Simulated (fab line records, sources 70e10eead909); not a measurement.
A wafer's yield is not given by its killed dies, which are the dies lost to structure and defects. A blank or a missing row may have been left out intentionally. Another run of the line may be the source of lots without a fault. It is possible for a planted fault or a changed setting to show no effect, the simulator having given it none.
The tool behind it: which one? -- flow nandHarc -- 6 lots, 17 wafers sampled, at 2 steps of a route of 1302

## WHAT THE GAUGES READ, wafer by wafer
NHARC_A_CHANNEL_HOLE_D2_CD_MEAS_31.
lot,measured,on,cdNm (nm)
L675,day 14 16:05,cdSem-03,89.4 89.6 90.8
L679,day 17 08:49,cdSem-02,91.0 92.6 91.6
L683,day 18 17:24,cdSem-02,91.3 90.6 91.0
L686,day 19 13:05,cdSem-01,91.6 91.7
L689,day 20 19:52,cdSem-01,90.5 89.0 90.1
L692,day 22 14:59,cdSem-03,90.4 91.7 88.3

## TOOL THAT RAN EACH LOT (tool first, then ch and the chambers of the sampled wafers, then the start)
lot,NHARC_A_CHANNEL_HOLE_D2_ETCH_25
L675,"harEtch-02 ch 0,1, day 14 13:28"
L679,"harEtch-01 ch 0,1, day 17 06:13"
L683,"harEtch-02 ch 0,1, day 18 14:46"
L686,"harEtch-01 ch 0,1, day 19 10:46"
L689,"harEtch-02 ch 0, day 20 17:23"
L692,"harEtch-01 ch 0,1, day 22 12:22"
- NHARC_A_CHANNEL_HOLE_D2_ETCH_25: etches the open film in C4F8/O2/Ar, time 1040.2 s, target depth 1500 nm.

## THE ANSWER, worked out from the rows above alone
Rule: the usual values come from the lots themselves. The widest of any qualifying gaps counts: lots, ordered by their means at a reading, are off when they make up no more than a third of the lots, leave a main group of 4 or more, and stand apart from it by 3 or more times the standard deviation of that group's means. If all means in a main group match to the digits the tables above print for the reading, that group is not used. Also off: a lot with no number at a reading for which 4 or more lots have one. The other lots that the step has rows for count as sound.
Across all readings shown, no lot is off: no conclusion can be drawn from this.

## WHAT WAS PUT IN BY THE SIMULATOR
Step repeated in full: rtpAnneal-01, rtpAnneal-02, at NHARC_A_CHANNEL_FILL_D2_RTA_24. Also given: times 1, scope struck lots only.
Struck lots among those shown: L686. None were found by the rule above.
